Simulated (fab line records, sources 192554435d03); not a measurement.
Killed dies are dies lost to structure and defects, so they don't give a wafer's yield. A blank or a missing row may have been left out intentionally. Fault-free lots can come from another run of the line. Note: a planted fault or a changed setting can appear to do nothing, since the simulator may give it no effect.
Matching of chambers || flow n5 finfet || N5_MOL_CONTACT_COAG_ALD_27 on ald sin-03: 4 sister chambers
The step deposits SiOC, target thk 17 nm, pulse time 1.5 s, time 2720 s. 8 wafers are shown with their chamber, then 10 later ones without.

== WAFERS, EACH WITH ITS CHAMBER ==
{"wafer": "L081.4", "chamber": 1, "heater power outer w (W)": 441, "heater power w (W)": 750}
{"wafer": "L081.5", "chamber": 3, "heater power outer w (W)": 621, "heater power w (W)": 948}
{"wafer": "L083.3", "chamber": 1, "heater power outer w (W)": 449, "heater power w (W)": 747}
{"wafer": "L083.4", "chamber": 2, "heater power outer w (W)": 547, "heater power w (W)": 916}
{"wafer": "L088.5", "chamber": 3, "heater power outer w (W)": 613, "heater power w (W)": 975}
{"wafer": "L088.6", "chamber": 0, "heater power outer w (W)": 513, "heater power w (W)": 841}
{"wafer": "L092.2", "chamber": 2, "heater power outer w (W)": 555, "heater power w (W)": 949}
{"wafer": "L092.4", "chamber": 0, "heater power outer w (W)": 498, "heater power w (W)": 828}

== WAFERS WHOSE CHAMBER IS MISSING ==
{"wafer": "L092.5", "heater power outer w (W)": 505, "heater power w (W)": 823}
{"wafer": "L093.2", "heater power outer w (W)": 517, "heater power w (W)": 820}
{"wafer": "L093.3", "heater power outer w (W)": 612, "heater power w (W)": 954}
{"wafer": "L093.6", "heater power outer w (W)": 633, "heater power w (W)": 961}
{"wafer": "L094.2", "heater power outer w (W)": 619, "heater power w (W)": 951}
{"wafer": "L094.3", "heater power outer w (W)": 523, "heater power w (W)": 818}
{"wafer": "L094.5", "heater power outer w (W)": 507, "heater power w (W)": 821}
{"wafer": "L097.3", "heater power outer w (W)": 552, "heater power w (W)": 913}
{"wafer": "L097.4", "heater power outer w (W)": 509, "heater power w (W)": 837}
{"wafer": "L097.6", "heater power outer w (W)": 439, "heater power w (W)": 750}

== WHICH CHAMBER EACH WENT THROUGH ==
{"wafer": "L092.5", "from the rows above": 0, "in truth": 0}
{"wafer": "L093.2", "from the rows above": 0, "in truth": 0}
{"wafer": "L093.3", "from the rows above": 3, "in truth": 3}
{"wafer": "L093.6", "from the rows above": 3, "in truth": 3}
{"wafer": "L094.2", "from the rows above": 3, "in truth": 3}
{"wafer": "L094.3", "from the rows above": 0, "in truth": 0}
{"wafer": "L094.5", "from the rows above": 0, "in truth": 0}
{"wafer": "L097.3", "from the rows above": 2, "in truth": 2}
{"wafer": "L097.4", "from the rows above": 0, "in truth": 0}
{"wafer": "L097.6", "from the rows above": 1, "in truth": 1}
Correctly placed: 10 of 10. Not placeable from these rows: 0. Wrongly placed: 0.
How it was worked out, from the rows above alone: a wafer's distance from a chamber is the root of the sum, over the readings, of the square of ((its reading less the chamber's mean) divided by the reading's scatter). The wafer belongs to the nearest chamber; if the next one is less than 2 further off, it can't be placed. A chamber's mean is the mean of its shown wafers. The scatter: the root of (the sum of the squares of (reading less its chamber's mean) over the shown wafers, divided by (wafers less chambers)).
